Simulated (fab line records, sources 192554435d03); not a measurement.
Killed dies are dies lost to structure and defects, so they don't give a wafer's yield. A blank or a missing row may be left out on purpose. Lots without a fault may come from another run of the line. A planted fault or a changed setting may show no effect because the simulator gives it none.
fab line records | flow n5_finfet
record lots=7 wafers=18 last_day=17
route steps=1938 shown STI_FIN_REVEAL@202 DUMMY_GATE@212 PASSIVATION@1936
lots that met no fault: from a run of the same line without faults
start_h: hours from the record's first day to the start of the lot's first wafer shown | wait_h: hours since the lot's step before | " the same as in the row above | L1.1+2: a row that stands for several wafers | - no value, or no start given | * or withheld: withheld | < > ~ a bound
route shown NAME@n: a module of which the file shows steps, and the number in the route of the first | usual: mean/standard deviation of fault-free wafers | same: alike in all rows | chamber/n: place in a boat | sites: the reading at each site | _std_site: their standard deviation | _edge_site: outer sites' mean less inner sites' | radius_mm: how far each site lies from the wafer's centre | mask NAME#n: copy n | behind: the tool/chamber that last shaped the wafer | hold: why the lot was held/for how many hours/how that ended | device: the transistor (n, p or np) that didn't switch | end of line: the same wafers' tests at the end of the route | a step without rows: its recipe alone | killed: dies lost to structure and defects at the first sort, not the wafer's yield | map: a wafer's dies, x killed, . not, _ none there
set.NAME: the setting as run; set.NAME@STEP: as run at that earlier step | model.NAME: the simulator's own value behind a step, which no gauge read
lots at some steps of the route; a table a step, a row a wafer
services: from which hour (start_h, from the record's first day; less than 0 if before it) a tool's chamber was out of use, for how many hours, and why
## steps
# step N5_STI_FIN_REVEAL_STRIP_35
# recipe chemistry=H3PO4 material=Si3N4 temp_c=165 target_depth_a=40 time_s=39
# step N5_STI_FIN_REVEAL_SRD_21
# recipe dry=ipa_marangoni time_s=30 temp_c=23 rinse_liquid=diw
# step N5_STI_FIN_REVEAL_OXIDATION_33
# recipe chemistry=O2_PLASMA_REMOTE temp_c=150 time_s=20 pressure_mtorr=1000 source_power_w=2000 o2_flow_sccm=3000
# usual chamber_pressure_mTorr=1000.1/1 drypump_motor_current_A=5.66/0.22 heater_power_w=150/11 temp_c=150.01/0.14
# columns lot.wafer tool chamber start_h wait_h chamber_pressure_mTorr drypump_motor_current_A heater_power_w rf_hours_counter_h temp_c
L519.2 plasma_asher-02 1 51.28 0.0 999.9 5.69 135 32 150.02
L519.4 " 1 " " 998.6 5.71 132 - 149.91
L519.6 " 0 " " 1000.5 5.20 167 - 149.97
L527.1 plasma_asher-01 1 97.76 0.1 1000.7 5.71 147 92 150.20
L527.2 " 0 " " 1001.5 5.81 150 92 149.83
L527.3 " 0 " " 998.8 5.80 152 - 149.95
L534.3 plasma_asher-01 1 139.17 0.0 999.1 5.75 143 - 150.14
L534.5 " 0 " " 1000.0 5.82 152 - 150.01
L535.5 plasma_asher-02 1 144.24 0.1 1000.0 5.66 135 - 150.18
L535.6 " 0 " " 1001.3 5.23 168 - 150.02
L536.2 plasma_asher-02 1 152.20 0.0 997.7 5.66 135 49 149.98
L536.5 " 0 " " 998.5 5.22 168 - 150.05
L539.1 plasma_asher-01 0 172.97 0.0 998.4 5.81 151 109 149.80
L539.2 " 1 " " 1000.1 5.74 144 109 149.96
L539.5 " 0 " " 999.8 5.83 153 - 150.08
L540.1 plasma_asher-02 1 176.91 0.0 999.6 5.71 133 54 150.02
L540.4 " 0 " " 1000.0 5.23 165 - 150.12
L540.5 " 1 " " 997.6 5.70 132 - 150.03
# step N5_STI_FIN_REVEAL_CLEAN_19
# recipe chemistry=O3/DIW temp_c=25 time_s=120 o3_ppm=10
# step N5_STI_FIN_REVEAL_SRD_23
# recipe dry=ipa_marangoni time_s=30 temp_c=23 rinse_liquid=diw
# step N5_STI_FIN_REVEAL_CD_MEAS_22
# recipe target_cd_nm=6.238 pitch_nm=28 polarity=line
# usual cd_nm=6.27/0.23
# columns lot.wafer tool chamber start_h wait_h cd_nm
L519.2 cd_sem-02 - 51.44 0.0 6.71
L519.4 " - " " 6.42
L519.6 " - " " 6.08
L527.1 cd_sem-03 - 97.92 0.0 6.44
L527.2 " - " " 6.11
L527.3 " - " " 6.76
L534.3 cd_sem-03 - 139.32 0.0 6.32
L534.5 " - " " 6.59
L535.5 cd_sem-01 - 144.38 0.0 6.52
L535.6 " - " " 6.66
L536.2 cd_sem-02 - 152.37 0.0 6.04
L536.5 " - " " 6.42
L539.1 cd_sem-02 - 173.13 0.0 6.22
L539.2 " - " " 6.07
L539.5 " - " " 5.86
L540.1 cd_sem-03 - 177.07 0.0 6.23
L540.4 " - " " 6.55
L540.5 " - " " 6.60
# step N5_STI_FIN_REVEAL_FIN_H_MEAS_10
# usual trench_depth_nm=52.0/0.54
# columns lot.wafer tool chamber start_h wait_h trench_depth_nm
L519.2 ocd-01 - 51.47 0.0 50.7
L519.4 " - " " 51.3
L519.6 " - " " 51.5
L527.1 ocd-01 - 97.95 0.0 51.1
L527.2 " - " " 51.8
L527.3 " - " " 52.1
L534.3 ocd-01 - 139.35 0.0 51.6
L534.5 " - " " 51.8
L535.5 ocd-01 - 144.41 0.0 51.8
L535.6 " - " " 51.9
L536.2 ocd-01 - 152.40 0.0 52.7
L536.5 " - " " 52.0
L539.1 ocd-01 - 173.16 0.0 53.0
L539.2 " - " " 51.4
L539.5 " - " " 52.7
L540.1 ocd-02 - 177.10 0.0 52.3
L540.4 " - " " 51.6
L540.5 " - " " 51.8
# step N5_STI_FIN_REVEAL_PRECLEAN_18
# recipe chemistry=SC2 time_s=45 temp_c=35 mix=1:1:50
# step N5_STI_FIN_REVEAL_SRD_28
# recipe dry=ipa_marangoni time_s=30 temp_c=23 rinse_liquid=diw
# step N5_STI_FIN_REVEAL_INSPECT_13
# recipe inspect_instrument=darkfield mode=post_clean
# usual raw_defect_count=12/5.2
# columns lot.wafer tool chamber start_h wait_h raw_defect_count
L519.2 defect_inspect-01 - 51.56 0.0 8
L519.4 " - " " 10
L519.6 " - " " 28
L527.1 defect_inspect-02 - 98.04 0.0 13
L527.2 " - " " 9
L527.3 " - " " 15
L534.3 defect_inspect-02 - 139.43 0.0 6
L534.5 " - " " 8
L535.5 defect_inspect-02 - 144.49 0.0 10
L535.6 " - " " 16
L536.2 defect_inspect-02 - 152.49 0.0 12
L536.5 " - " " 12
L539.1 defect_inspect-01 - 173.25 0.0 11
L539.2 " - " " 11
L539.5 " - " " 12
L540.1 defect_inspect-01 - 177.19 0.0 13
L540.4 " - " " 20
L540.5 " - " " 9
# step N5_DUMMY_GATE_PRECLEAN_00
# recipe chemistry=O3/DIW time_s=60 temp_c=22 o3_ppm=10
# step N5_DUMMY_GATE_SRD_01
# recipe time_s=30 temp_c=23 rinse_liquid=diw dry=ipa_marangoni
# step N5_DUMMY_GATE_ALD_02
# recipe material=SiO2 target_thk_a=20 temp_c=300 ald_precursor_family=BDEAS ald_co_reactant=O2-plasma pulse_time_s=1 pressure_torr=2
# usual heater_power_outer_w=258/24 heater_power_w=458/47 precursor_pulse_height_rel=1.001/0.02 susceptor_temp_C=300.00/0.18
# columns lot.wafer tool chamber start_h wait_h heater_power_outer_w heater_power_w precursor_pulse_height_rel susceptor_temp_C model.SiO2_of_DUMMY_GATE_ALD_02.thk_nm
L519.2 ald_sin-03 0 51.86 0.2 272 462 1.022 299.95 2
L519.4 " 3 " " 299 522 0.981 300.37 2
L519.6 " 3 " " 296 528 1.002 299.90 2
L527.1 ald_sin-04 1 99.13 1.0 257 456 1.008 300.34 2
L527.2 " 0 " " 207 386 0.955 300.32 2
L527.3 " 2 " " 246 432 0.985 300.03 2
L534.3 ald_sin-03 0 139.90 0.4 260 458 0.992 299.84 2
L534.5 " 3 " " 279 514 1.008 300.03 3.4
L535.5 ald_sin-03 2 145.05 0.5 250 432 1.004 299.73 3.4
L535.6 " 3 " " 288 520 0.999 300.11 3.4
L536.2 ald_sin-03 0 153.02 0.5 259 452 0.988 299.95 2
L536.5 " 2 " " 243 441 0.978 299.85 3.4
L539.1 ald_sin-01 3 174.81 1.5 233 436 1.014 300.13 2
L539.2 " 2 " " 270 467 1.030 300.10 2
L539.5 " 2 " " 272 460 1.005 300.12 2
L540.1 ald_sin-04 2 177.49 0.2 247 428 0.994 300.00 2
L540.4 " 3 " " 273 460 1.021 299.69 2
L540.5 " 2 " " 257 440 0.976 299.81 2
# step N5_DUMMY_GATE_CVD_03
# recipe material=a-Si target_thk_a=1500 temp_c=530 precursor=SiH4 time_s=8042
# step N5_PASSIVATION_PROBE_49
# usual killed_at_M0_to_M3=35/11 killed_at_M4_up=14/5.4 killed_at_contacts=12/6.2 killed_at_front_end=38/11 killed_at_other=4.1/2.8 killed_dies=103/17 killed_open=66/13 killed_short=34/8.2
# same gross_dies=1180 killed_at_back_side=0
# columns lot.wafer tool chamber start_h wait_h killed_at_M0_to_M3 killed_at_M4_up killed_at_contacts killed_at_front_end killed_at_other killed_dies killed_open killed_short
L519.2 prober-01 - 278.60 0.1 16 18 7 42 2 85 51 32
L519.4 prober-01 - 278.70 0.2 26 12 10 45 3 96 46 43
L519.6 prober-01 - 278.80 0.3 18 13 7 34 2 74 46 24
L527.3 prober-02 - 334.19 0.1 34 12 19 36 6 107 77 29
L540.1 prober-02 - 408.96 0.0 42 17 8 38 0 105 66 38
L540.4 prober-02 - 409.11 0.2 32 15 8 29 9 93 59 34
L540.5 prober-02 - 409.16 0.2 33 18 20 28 2 101 69 31
# killed by level:class
L519.2 FIN_SAQP:geometric_particle:short=12 STI_FIN_REVEAL:geometric_particle:open=11 FIN_SAQP:geometric_particle:open=5 MOL_CONTACT_COAG:geometric_particle:open=5 BEOL_M3:geometric_particle:open=5 BEOL_M3:geometric_particle:short=4 DUMMY_GATE:geometric_particle:open=4 BEOL_M4:geometric_particle:open=4
L519.4 FIN_SAQP:geometric_particle:short=15 FIN_SAQP:geometric_particle:open=8 BEOL_M0_SAQP:geometric_particle:short=8 MOL_CONTACT_COAG:geometric_particle:open=6 BEOL_M0_SAQP:geometric_particle:open=6 STI_FIN_REVEAL:geometric_particle:open=5 BEOL_M3:geometric_particle:open=5 STI_FIN_REVEAL:geometric_particle:short=3
L519.6 STI_FIN_REVEAL:geometric_particle:open=10 FIN_SAQP:geometric_particle:short=8 FIN_SAQP:geometric_particle:open=6 MOL_CONTACT_COAG:geometric_particle:open=5 BEOL_M0_SAQP:geometric_particle:open=4 DUMMY_GATE:geometric_particle:open=3 BEOL_M2:geometric_particle:open=3 BEOL_M3:geometric_particle:open=3
L527.3 MOL_CONTACT_COAG:geometric_particle:open=16 BEOL_M2:geometric_particle:open=10 FIN_SAQP:geometric_particle:open=8 BEOL_M3:geometric_particle:open=8 STI_FIN_REVEAL:geometric_particle:open=7 BEOL_M1:geometric_particle:open=7 DUMMY_GATE:geometric_particle:open=6 GATE_CUT:geometric_particle:short=4
L540.1 STI_FIN_REVEAL:geometric_particle:open=16 BEOL_M0_SAQP:geometric_particle:short=14 BEOL_M0_SAQP:geometric_particle:open=9 BEOL_M4:geometric_particle:open=8 MOL_CONTACT_COAG:geometric_particle:open=7 BEOL_M3:geometric_particle:open=6 BEOL_M4:geometric_particle:short=5 FIN_SAQP:geometric_particle:open=4
L540.4 BEOL_M4:geometric_particle:open=11 BEOL_M0_SAQP:geometric_particle:short=9 BEOL_M0_SAQP:geometric_particle:open=8 GATE_CUT:geometric_particle:short=7 MOL_CONTACT_COAG:geometric_particle:open=7 BEOL_M1:geometric_particle:short=6 PASS1_DEP:geometric_particle:short=5 FIN_SAQP:geometric_particle:open=4
L540.5 MOL_CONTACT_COAG:geometric_particle:open=15 BEOL_M4:geometric_particle:open=10 BEOL_M0_SAQP:geometric_particle:short=7 BEOL_M2:geometric_particle:open=7 BEOL_M3:geometric_particle:open=6 STARTING-WAFER:geometric_particle:open=6 MOL_CONTACT_COAG:geometric_particle:short=5 BEOL_M0_SAQP:geometric_particle:open=5
## services
# columns tool chamber start_h hours kind
ald_sin-03 - 62.26 1.1 repair
plasma_asher-02 - 85.11 14.6 pm
ald_sin-03 - 85.25 14.0 pm
ald_sin-03 0 85.25 14.0 vent_cycle
ald_sin-03 1 85.25 14.0 vent_cycle
ald_sin-03 2 85.25 14.0 vent_cycle
ald_sin-03 3 85.25 14.0 vent_cycle
ald_sin-03 0 99.25 - clean
ald_sin-03 1 99.25 - clean
ald_sin-03 2 99.25 - clean
ald_sin-03 3 99.25 - clean
plasma_asher-02 - 105.73 2.8 pm
ald_sin-01 - 136.65 28.1 pm
ald_sin-01 - 164.75 6.0 pm
## key
first_sign none at tools or gauges
model_effect step=N5_DUMMY_GATE_ALD_02 value=SiO2_of_DUMMY_GATE_ALD_02.thk_nm without=2 struck=3.4
met_at N5_DUMMY_GATE_ALD_02
struck_wafers L534.5,L535.5,L535.6,L536.5
tester_left_out L534,L535,L536
onset_between 51.86 139.90
fault kind=process_parameter_drift tool=ald_sin-03 chamber=- onset_h=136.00 steps=N5_DUMMY_GATE_ALD_02 channel=target_thk_a offset=* shape=step end_h=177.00 scope=struck_wafers_only acts_in=* stated=*
# tester_left_out: of these lots the tester's yield and bins aren't shown, on N5 and GAA mostly nor the transistor test; their killed dies are dies lost to structure and defects alone, not to doping, threshold or leakage, so they don't give the yield
